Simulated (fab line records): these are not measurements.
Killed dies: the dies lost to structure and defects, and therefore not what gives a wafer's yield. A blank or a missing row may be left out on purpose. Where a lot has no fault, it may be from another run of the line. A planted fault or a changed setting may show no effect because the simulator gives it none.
Which tool did it? -- flow n5-finfet -- 32 wafers from 11 lots sampled at 4 of the route's 1938 steps

## WHAT EACH GAUGE READ, for each wafer
The record holds no reading of a measuring or inspecting step that can be judged against a usual standard deviation.

## TOOL THAT RAN EACH LOT (tool first, then ch and the chambers of the sampled wafers, then the start)
lot,N5_HKMG_FIN_ETCH_35,N5_HKMG_FIN_STRIP_88,N5_HKMG_FIN_COAT_66,N5_HKMG_FIN_ALD_72
L737,"rie-diel-06 ch 0,1, day 4 04:48","plasma-asher-02 ch 0,1, day 4 06:04","litho-track-02 ch 0, day 4 06:50","cvd-w-01 ch 0,1, day 4 08:00"
L738,"rie-diel-03 ch 0,3, day 4 13:11","plasma-asher-02 ch 0,1, day 4 14:35","litho-track-02 ch 0, day 4 15:20","cvd-w-02 ch 0,1, day 4 16:35"
L739,"rie-diel-06 ch 0,3, day 4 17:41","plasma-asher-02 ch 0,1, day 4 18:59","litho-track-02 ch 0, day 4 19:44","cvd-w-01 ch 0,1, day 4 20:55"
L744,"rie-diel-06 ch 2,3, day 6 00:30","plasma-asher-02 ch 0,1, day 6 01:56","litho-track-02 ch 0, day 6 02:28","cvd-w-01 ch 0,1, day 6 03:40"
L749,"rie-diel-03 ch 0,1,2, day 7 05:34","plasma-asher-01 ch 0,1, day 7 06:50","litho-track-02 ch 0, day 7 07:37","cvd-w-01 ch 0,1, day 7 09:04"
L751,"rie-diel-05 ch 1,2,3, day 7 14:57","plasma-asher-02 ch 0,1, day 7 16:13","litho-track-04 ch 0, day 7 16:58","cvd-w-02 ch 0,1, day 7 18:08"
L752,"rie-diel-06 ch 0,1,3, day 7 22:02","plasma-asher-01 ch 0,1, day 7 23:19","litho-track-01 ch 0, day 8 00:04","cvd-w-01 ch 0,1, day 8 01:17"
L753,"rie-diel-05 ch 0,3, day 8 07:12","plasma-asher-02 ch 0,1, day 8 08:46","litho-track-01 ch 0, day 8 09:31","cvd-w-01 ch 0,1, day 8 10:41"
L754,"rie-diel-05 ch 2,3, day 8 10:08","plasma-asher-02 ch 0, day 8 11:30","litho-track-04 ch 0, day 8 12:16","cvd-w-01 ch 0,1, day 8 14:02"
L756,"rie-diel-06 ch 0,1, day 9 00:11","plasma-asher-01 ch 0,1, day 9 01:26","litho-track-04 ch 0, day 9 02:12","cvd-w-01 ch 0,1, day 9 03:22"
L760,"rie-diel-05 ch 0,2,3, day 10 01:34","plasma-asher-02 ch 0,1, day 10 02:50","litho-track-04 ch 0, day 10 03:35","cvd-w-01 ch 0,1, day 10 05:11"
- N5_HKMG_FIN_ETCH_35: etches SOC in N2/H2, target depth 215.8 nm, time 243.4 s.
- N5_HKMG_FIN_STRIP_88: strips in N2/H2, time 360 s.
- N5_HKMG_FIN_COAT_66: time 60 s, resist thk 300 nm.
- N5_HKMG_FIN_ALD_72: deposits W, target thk 2 nm, pulse time 1 s, purge time 2 s.

## WHAT THE TOOLS THEMSELVES READ (means of the sampled wafers that have a number; where no wafer has one, the mark that the record gives instead)
N5_HKMG_FIN_ETCH_35. Usual: value, then standard deviation, for each; drypump-motor-current-A 5.50 A / 0.24; h2-flow-sccm 200.2 sccm / 0.58; oes-product-au 0.80 a.u. / 0.077; rf-fwd-power-W 2993 W / 8.6; rf-vpp-V 141.7 V / 1; showerhead-plenum-p-Torr 2.54 Torr / 0.075; throttle-valve-pct 17.79 % / 0.21.
lot,tool,drypump-motor-current-A (A),h2-flow-sccm (sccm),oes-product-au (a.u.),rf-fwd-power-W (W),rf-vpp-V (V),showerhead-plenum-p-Torr (Torr),throttle-valve-pct (%),flag
L737,rie-diel-06,5.64,200.0,0.79,2999,139.7,2.48,17.77,
L738,rie-diel-03,5.41,199.9,0.81,2992,142.1,2.57,17.79,
L739,rie-diel-06,5.48,200.1,0.78,2999,141.1,2.48,17.94,
L744,rie-diel-06,5.31,200.1,0.78,2996,141.6,2.55,17.79,
L749,rie-diel-03,5.50,199.8,0.80,2987,141.2,2.49,17.67,
L751,rie-diel-05,5.69,200.6,0.78,2991,141.6,2.58,17.83,
L752,rie-diel-06,5.57,200.6,0.79,2986,141.8,2.52,17.82,
L753,rie-diel-05,5.28,200.0,0.79,3001,142.5,2.62,17.96,
L754,rie-diel-05,5.72,200.2,0.84,2993,141.9,2.57,17.66,
L756,rie-diel-06,5.76,200.6,0.78,2993,140.9,2.52,17.67,
L760,rie-diel-05,5.54,200.4,0.77,2985,142.7,2.58,17.84,

N5_HKMG_FIN_STRIP_88. Usual: drypump-motor-current-A 5.8 A, standard deviation 0.66; h2-flow-sccm 3249 sccm, standard deviation 9.9; heater-power-w 461 W, standard deviation 76.
lot,tool,drypump-motor-current-A (A),h2-flow-sccm (sccm),heater-power-w (W),flag
L737,plasma-asher-02,6.4,3246,517,
L738,plasma-asher-02,6.4,3238,507,
L739,plasma-asher-02,6.4,3263,510,
L744,plasma-asher-02,6.3,3260,488,
L749,plasma-asher-01,5.4,3259,433,
L751,plasma-asher-02,6.2,3239,446,
L752,plasma-asher-01,5.1,3260,454,
L753,plasma-asher-02,6.2,3240,458,
L754,plasma-asher-02,6.1,3249,387,
L756,plasma-asher-01,5.1,3246,455,
L760,plasma-asher-02,6.2,3247,451,

N5_HKMG_FIN_COAT_66. Usual: run-length-s 66.3 s, standard deviation 0.32.
lot,tool,run-length-s (s),flag
L737,litho-track-02,66.5,
L738,litho-track-02,66.6,
L739,litho-track-02,66.5,
L744,litho-track-02,69.4,OFF
L749,litho-track-02,70.4,OFF
L751,litho-track-04,66.1,
L752,litho-track-01,66.0,
L753,litho-track-01,65.9,
L754,litho-track-04,65.9,
L756,litho-track-04,65.9,
L760,litho-track-04,65.9,

N5_HKMG_FIN_ALD_72. Usual: heater-power-w 466 W, standard deviation 71; precursor-pulse-height-rel 0.998, standard deviation 0.02.
lot,tool,heater-power-w (W),precursor-pulse-height-rel,flag
L737,cvd-w-01,424,0.985,
L738,cvd-w-02,499,0.995,
L739,cvd-w-01,434,0.988,
L744,cvd-w-01,454,1.001,
L749,cvd-w-01,476,1.000,
L751,cvd-w-02,537,0.975,
L752,cvd-w-01,479,0.999,
L753,cvd-w-01,470,1.003,
L754,cvd-w-01,475,1.014,
L756,cvd-w-01,472,0.982,
L760,cvd-w-01,430,1.001,

## THE ANSWER, worked out from the rows above alone
Rule: a lot is off if the mean of its wafers that have a number lies more than 3 standard deviations from the usual mean. Also off: a lot with no number at a reading for which 4 or more lots have one. The other lots that the step has rows for count as sound. The gauges are gone through in route order, then the tools' own readings, and for those a lot's mean is taken as printed above. The first step at which some lot is off is used, and at that step the reading that is off furthest; a lot without a number counts as furthest.
Off: L744, L749, at N5_HKMG_FIN_COAT_66 (run-length-s).
If a tool, at that step or one of the process steps before it, ran each lot that is off and ran no sound lot following the first of them, it fits. One fits: N5_HKMG_FIN_COAT_66 on litho-track-02. A fault onset in the window from L739 (day 4 19:44, its last sound lot) to L744 (day 6 02:28, its first lot off) fits.
On the lots that are off, the tool's own readings at N5_HKMG_FIN_COAT_66 differ by more than 5 times the standard deviation of the sound lots' means, which bears it out; run-length-s reads 69.9 s there versus 66.1 s on the sound lots.

## WHAT WAS PUT IN BY THE SIMULATOR
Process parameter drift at N5_HKMG_FIN_COAT_66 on litho-track-02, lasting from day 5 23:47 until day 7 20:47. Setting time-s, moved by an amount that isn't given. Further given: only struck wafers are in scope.
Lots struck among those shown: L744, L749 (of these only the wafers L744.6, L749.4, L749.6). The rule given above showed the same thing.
